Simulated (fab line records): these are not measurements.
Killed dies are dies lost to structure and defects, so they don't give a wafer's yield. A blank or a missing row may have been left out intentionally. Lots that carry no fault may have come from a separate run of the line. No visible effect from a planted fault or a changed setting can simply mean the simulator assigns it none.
3 desks looking at one fault ; flow n5-finfet ; every desk sees just its own numbers, and what lay behind them comes last

AT THE METROLOGY DESK
Lot by lot, what the gauges showed, no matter which tool ran the lot: averages of those sampled wafers that carry a number. Any lot whose mean is over 4 standard deviations away from the usual mean is out of limits and marked OUT; that distance is given in the brackets. Of its 10 readings 7 are shown: those that lie furthest out on some lot.
Columns: A = DIBL_N at N5_BEOL_M4_RC_MEAS_101, usual 36.0 mV/V; B = DIBL_P at N5_BEOL_M4_RC_MEAS_101, usual 36.2 mV/V; C = IOFF_N at N5_BEOL_M4_RC_MEAS_101, usual 0.16 nA/um; D = ION_N at N5_BEOL_M4_RC_MEAS_101, usual 675 uA/um; E = SS_P at N5_BEOL_M4_RC_MEAS_101, usual 73.3 mV/dec; F = VT_N at N5_BEOL_M4_RC_MEAS_101, usual 250 mV; G = VT_P at N5_BEOL_M4_RC_MEAS_101, usual -251 mV
lot;first seen here;A;B;C;D;E;F;G
L372;day 10 05:16;36.9;36.0;0.14;671;73.4;252;-255
L378;day 12 05:01;33.8;34.0;0.12;665;72.9;254;-252
L383;day 12 11:07;35.2;36.0;0.15;674;73.2;251;-247
L381;day 12 15:43;34.9;34.8;0.13;664;72.7;254;-253
This desk found nothing out of limits on any of the 4 lots.

THE DEFECT DESK
For each lot, the counts of the inspections along the route, averaged over the sampled wafers that have a number. Any lot whose mean is over 4 standard deviations away from the usual mean is out of limits and marked OUT; that distance is given in the brackets.
Columns: A = raw-defect-count at N5_MOL_CONTACT_COAG_INSPECT_42, usual 207
lot;first seen here;A
L372;day 7 05:20;201
L378;day 8 17:30;608 (+7.2) OUT
L381;day 9 11:27;622 (+7.4) OUT
L383;day 9 22:32;184
This desk's verdict: out of limits on L378, L381, starting with L378 at day 8 17:30 (raw-defect-count at N5_MOL_CONTACT_COAG_INSPECT_42). Within limits: L372, L383.

AT THE TOOL OWNER'S DESK: rie-diel-02
The tool's own readings at N5_MOL_CONTACT_COAG_VIA_ETCH_46 (etches SiO2 in C4F6/O2, target depth 46 nm, overetch 9.2 nm, time 40 s): means of the sampled wafers that have a number, for each lot that ran on this tool. Any lot whose mean is over 4 standard deviations away from the usual mean is out of limits and marked OUT; that distance is given in the brackets.
Columns: A = drypump-motor-current-A at N5_MOL_CONTACT_COAG_VIA_ETCH_46, usual 5.7 A; B = oes-product-au at N5_MOL_CONTACT_COAG_VIA_ETCH_46, usual 0.73 a.u.; C = rf-vpp-V at N5_MOL_CONTACT_COAG_VIA_ETCH_46, usual 1588 V; D = showerhead-plenum-p-Torr at N5_MOL_CONTACT_COAG_VIA_ETCH_46, usual 2.82 Torr; E = throttle-valve-pct at N5_MOL_CONTACT_COAG_VIA_ETCH_46, usual 41.0 %
lot;first seen here;A;B;C;D;E
L372;day 7 04:36;5.7;0.70;1561;2.79;41.0
L378;day 8 16:38;6.1;0.68;1586;2.81;40.8
L381;day 9 10:34;5.9;0.72;1538;2.76;41.2
This desk found nothing out of limits on any of the 3 lots.

BROUGHT TOGETHER
The defect desk could have raised an alarm at day 8 17:30, on L378, L381.
At the metrology desk, nothing out of limits was observed.
Nothing out of limits was seen by the tool owner's desk.
The metrology desk holds a record of L378, L381, inside its limits.
The tool owner's desk has L378, L381 on record, within its limits.
N5_MOL_CONTACT_COAG_VIA_ETCH_46 was run on rie-diel-02 by each of the lots named.

WHAT THE SIMULATOR HAD INSERTED
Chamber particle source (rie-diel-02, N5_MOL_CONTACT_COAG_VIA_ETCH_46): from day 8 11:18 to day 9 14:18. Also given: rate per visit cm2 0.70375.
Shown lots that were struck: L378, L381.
Hours from the fault's start to each desk's first reading out of limits: the defect desk, 6.
